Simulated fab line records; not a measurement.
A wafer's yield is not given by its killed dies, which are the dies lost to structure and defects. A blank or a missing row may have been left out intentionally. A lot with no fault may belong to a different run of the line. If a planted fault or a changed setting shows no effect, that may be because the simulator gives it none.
Matching of chambers    flow nand harc    ald hk-01 running NHARC_A_CHANNEL_FILL_D2_ALD_02: 4 sister chambers
The step deposits SiO2, target thk 6 nm, pulse time 10 s, ald cycles 60. 4 wafers are shown with their chamber, then 9 later ones without.

## WAFERS PAIRED WITH THEIR CHAMBERS
wafer   chamber  heater power w (W)
L082.5  2        458
L087.1  1        526
L087.2  0        461
L087.3  3        425

## WAFERS WITHOUT THEIR CHAMBER
wafer   heater power w (W)
L090.1  459
L090.3  526
L090.4  455
L089.1  512
L089.2  435
L089.3  440
L094.1  452
L094.4  421
L094.5  460

## WHICH CHAMBER EACH ONE RAN IN
wafer   from the rows above           in truth
L090.1  can't be placed: 2 or 0       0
L090.3  1                             1
L090.4  can't be placed: 2 or 0       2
L089.1  1                             1
L089.2  can't be placed: 3 or 2 or 0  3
L089.3  can't be placed: 3 or 2 or 0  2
L094.1  can't be placed: 2 or 0       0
L094.4  3                             3
L094.5  can't be placed: 0 or 2       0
Correctly placed: 3 of 9. Not placeable from these rows: 6 (in 6, the candidates include the true chamber). Placed wrongly: 0.
How it was worked out, from the rows above alone: a wafer's distance from a chamber is the root of the sum, over the readings, of the square of ((its reading less the chamber's mean) divided by the reading's scatter). If the next closest chamber is less than 2 further off than the closest, the wafer can't be placed; otherwise it belongs to the closest. Each chamber's mean is taken over the wafers shown for it. The scatter: root of mean squared gap, hidden wafer to nearest shown wafer, with one shown wafer a chamber.
